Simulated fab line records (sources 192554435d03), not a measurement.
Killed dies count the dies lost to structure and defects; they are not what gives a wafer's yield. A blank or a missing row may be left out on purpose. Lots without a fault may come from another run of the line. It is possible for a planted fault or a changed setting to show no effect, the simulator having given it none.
Comparing a struck lot with a sound one | flow n5 finfet | 14 out of 1938 route steps
Sound: wafers L844.2, L844.3, L844.5. Struck: wafers L857.1, L857.2, L857.3. The cause is named last.
Order at every step that has rows: each side's tool, ch and its chambers, its first start. Under that, the readings that differ: sound wafers | struck wafers | difference of the means | sigmas: that difference in standard deviations of wafers without a fault.
alike: same words and numbers on both sides, and readings whose means sit less than 2 such deviations apart. not compared: any withheld reading, any reading some wafer has no value for, any bound like >300 that may hide the same value, and any number with overlapping values for which the record gives no deviation.
A row with sigmas, a row that says differs or no value, or rows on one side alone: a step with any of these is where the two part. Numbers that don't overlap but have no deviation are shown without sigmas and don't part them. Lack of a reading on every wafer of one side parts them only where that side has two or more wafers.

first, 2 steps without rows for these wafers: N5_BEOL_M3_STRIP_65 (strips in N2/H2); N5_BEOL_M3_STRIP_75 (strips in N2/H2).
N5_BEOL_M3_STRIP_66: strips in CF4.
  sound on rie diel-01 ch 0,1,3, day 6 19:09; struck on rie diel-06 ch 0,1,2, day 10 04:01
  alike: chamber pressure mTorr, drypump motor current A, oes product au, rf vpp V, showerhead plenum p Torr, throttle valve pct
  not compared: rf hours counter h
N5_BEOL_M3_HM_OPEN_17: chemistry Cl2/BCl3, target TiN, target depth 20 nm, overetch 6 nm.
  sound on rie metal-02 ch 0, day 6 19:11; struck on rie metal-03 ch 1, day 10 04:03
  reading    | sound             | struck            | difference | sigmas
  bias w (W) | 126.3 126.4 126.4 | 125.2 125.6 126.3 | -0.7       | -2
  alike: chamber pressure mTorr, drypump motor current A, oes product au, throttle valve pct
  not compared: rf hours counter h
N5_BEOL_M3_STRIP_19: strips in O2.
  sound on rie diel-06 ch 1,2, day 6 19:29; struck on rie diel-02 ch 0,2,3, day 10 04:15
  alike: chamber pressure mTorr, drypump motor current A, o2 flow sccm, oes product au, rf vpp V, showerhead plenum p Torr, throttle valve pct
  not compared: rf hours counter h
N5_BEOL_M3_CD_MEAS_18: pitch 36 nm, target cd 18 nm.
  sound: cd sem-02 at day 6 19:33; struck: cd sem-01 at day 10 04:19
  alike: cd nm
then, 6 steps without rows for these wafers: N5_BEOL_M3_COAT_67 (time 60 s, resist thk 60 nm); N5_BEOL_M3_COAT_68 (time 60 s, resist thk 12 nm); N5_BEOL_M3_COAT_76 (time 60 s, resist thk 5 nm); N5_BEOL_M3_COAT_22 (resist thk 30 nm); N5_BEOL_M3_EBR_24; N5_BEOL_M3_SOFTBAKE_23 (time 60 s).
N5_BEOL_M3_EXPOSE_25: exposes mask V2, defocus 5 nm.
  sound on euv scanner-01 ch 0, day 6 19:44; struck on euv scanner-02, day 10 04:29
  no value came back on the struck wafers for dipole opening deg (degrees), exposure dose mJ cm2; on the sound wafers dipole opening deg (degrees) reads 30 30 30
  alike: mask
then, 1 step without rows for these wafers: N5_BEOL_M3_PEB_26 (peb time 60 s).

## WHERE THEY PART
At N5_BEOL_M3_HM_OPEN_17 first; at N5_BEOL_M3_EXPOSE_25 last (within this record only).

WHY: what the simulator had put in
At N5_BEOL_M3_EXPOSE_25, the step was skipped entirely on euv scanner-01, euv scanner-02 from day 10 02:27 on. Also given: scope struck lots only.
